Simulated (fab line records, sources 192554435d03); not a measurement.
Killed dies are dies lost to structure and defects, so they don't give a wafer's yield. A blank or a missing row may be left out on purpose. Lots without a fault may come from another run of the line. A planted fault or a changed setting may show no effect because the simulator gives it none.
A struck lot beside a sound one | flow n5_finfet | 14 steps out of a route of 1938
Sound: wafers L341.1, L341.2, L341.3. Struck: wafers L345.3, L345.4, L345.5. The cause comes at the end.
At each step with rows: each side's tool, then ch and its chambers, then its first start. Under that, the readings that differ: sound wafers | struck wafers | difference of the means | sigmas: that difference in standard deviations of wafers without a fault.
alike: readings whose means differ by less than 2 such deviations, and words and numbers that are the same on both sides. not compared: withheld readings, readings that some wafer has no value for, bounds like >300 that may hide the same value, and numbers for which the record gives no deviation and whose values overlap.
The two part at a step that has a row with sigmas, a row that says differs or no value, or rows on one side only. Numbers that don't overlap but have no deviation are shown without sigmas and don't part them. A reading that every wafer of one side lacks parts them only if that side has two wafers or more.

N5_BEOL_M11_INSPECT_30: inspects for defects (brightfield).
  sound on defect_inspect-02, day 13 03:38; struck on defect_inspect-02, day 14 00:46
  alike: raw_defect_count
N5_BEOL_M11_DESCUM_33: chemistry O2, time 7.9 s.
  sound on rie_diel-03 ch 0,1,2, day 13 03:40; struck on rie_diel-01 ch 1,2, day 14 00:47
  alike: drypump_motor_current_A, oes_product_au, rf_fwd_power_W, rf_vpp_V, showerhead_plenum_p_Torr, throttle_valve_pct
  not compared: rf_hours_counter_h
then, 1 step without rows for these wafers: N5_BEOL_M11_ETCH_65 (etches SiARC in CF4, target depth 39 nm, time 65 s).
N5_BEOL_M11_ETCH_66: etches SOC in N2/H2, target depth 120 nm, overetch 24 nm, time 180 s.
  sound on rie_diel-03 ch 0,1,2, day 13 03:45; struck on rie_diel-01 ch 1,2, day 14 00:53
  alike: drypump_motor_current_A, oes_product_au, rf_fwd_power_W, rf_vpp_V, showerhead_plenum_p_Torr, throttle_valve_pct
  not compared: rf_hours_counter_h
then, 3 steps without rows for these wafers: N5_BEOL_M11_STRIP_69 (strips in N2/H2); N5_BEOL_M11_VIA_ETCH_34 (etches SiCOH lowk in C4F6/O2, target depth 184.5 nm, time 69.2 s); N5_BEOL_M11_STRIP_73 (strips in C4F6/O2).
N5_BEOL_M11_STRIP_36: strips in N2/H2.
  sound on rie_diel-03 ch 0,1,2, day 13 03:56; struck on rie_diel-01 ch 1,2, day 14 01:04
  alike: drypump_motor_current_A, oes_product_au, rf_vpp_V, showerhead_plenum_p_Torr, throttle_valve_pct
  not compared: rf_hours_counter_h
N5_BEOL_M11_TRENCH_ETCH_37: etches SiCOH lowk in C4F6/O2, target depth 148.83 nm, time 48 s.
  sound on rie_diel-03 ch 0,1,2; struck on rie_diel-01 ch 1,2
  alike: drypump_motor_current_A, oes_product_au, rf_fwd_power_W, rf_vpp_V, showerhead_plenum_p_Torr, throttle_valve_pct
  not compared: rf_hours_counter_h
then, 1 step without rows for these wafers: N5_BEOL_M11_ETCH_41 (etches SiCN in CH3F/O2, target depth 42.6 nm, time 86 s).
N5_BEOL_M11_STRIP_77: strips in N2/H2, time 10 s.
  sound on rie_diel-03 ch 0,1,2; struck on rie_diel-01 ch 1,2
  alike: drypump_motor_current_A, oes_product_au, rf_vpp_V, showerhead_plenum_p_Torr, throttle_valve_pct
  not compared: rf_hours_counter_h
N5_BEOL_M11_OCD_MEAS_38:
  sound on ocd-02, day 13 04:10; struck on ocd-02, day 14 01:17
  alike: trench_depth_nm
N5_BEOL_M11_HM_STRIP_39: strips TiN in peroxide tin strip, target depth 25 nm, time 158 s.
  sound on wet_bench-04 ch 2,3,5, day 13 04:11; struck on wet_bench-05 ch 0,1,2, day 14 01:19
  reading          | sound             | struck            | difference | sigmas
  run_length_s (s) | 165.9 163.8 163.3 | 126.6 124.1 125.3 | -39.0      | -14
  alike: bath_heat_duty_pct
then, 1 step without rows for these wafers: N5_BEOL_M11_SRD_40 (time 30 s).

WHERE THEY PART
Only at N5_BEOL_M11_HM_STRIP_39, within this record.

WHY: what the simulator had put in
Process parameter drift: wet_bench-05, from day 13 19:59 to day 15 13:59, at N5_BEOL_M11_HM_STRIP_39. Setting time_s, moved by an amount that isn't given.
